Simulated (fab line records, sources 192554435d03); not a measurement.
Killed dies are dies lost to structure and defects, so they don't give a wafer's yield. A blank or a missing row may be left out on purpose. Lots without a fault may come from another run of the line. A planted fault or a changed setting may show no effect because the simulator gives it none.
Chamber matching | flow n5_finfet | N5_BEOL_M8_DESCUM_16 on rie_diel-02: 4 sister chambers
The step chemistry O2, time 7.9 s. 4 wafers are shown with their chamber, then 9 later ones without.

WAFERS WITH THEIR CHAMBER
wafer  | chamber | drypump_motor_current_A (A)
L084.1 | 1       | 5.24
L085.3 | 0       | 5.67
L090.2 | 3       | 5.78
L090.5 | 2       | 5.66

WAFERS WITHOUT THEIR CHAMBER
wafer  | drypump_motor_current_A (A)
L092.2 | 5.70
L092.4 | 5.73
L092.5 | 5.69
L097.2 | 5.70
L097.5 | 5.70
L097.6 | 5.27
L096.1 | 5.78
L096.5 | 5.74
L096.6 | 5.71

WHICH CHAMBER EACH WENT THROUGH
wafer  | from the rows above          | in truth
L092.2 | can't be placed: 0 or 2 or 3 | 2
L092.4 | can't be placed: 3 or 0 or 2 | 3
L092.5 | can't be placed: 0 or 2      | 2
L097.2 | can't be placed: 0 or 2 or 3 | 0
L097.5 | can't be placed: 0 or 2 or 3 | 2
L097.6 | 1                            | 1
L096.1 | 3                            | 3
L096.5 | can't be placed: 3 or 0 or 2 | 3
L096.6 | can't be placed: 0 or 2 or 3 | 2
Placed correctly: 2 of 9. Can't be placed from these rows: 7 (the true chamber is among the candidates in 7). Placed wrongly: 0.
How it was worked out, from the rows above alone: a wafer's distance from a chamber is the root of the sum, over the readings, of the square of ((its reading less the chamber's mean) divided by the reading's scatter). The wafer belongs to the nearest chamber; if the next one is less than 2 further off, it can't be placed. A chamber's mean is the mean of its shown wafers. The scatter: with one shown wafer a chamber, the root of the mean of the squares of how far each hidden wafer lies from its nearest shown one.
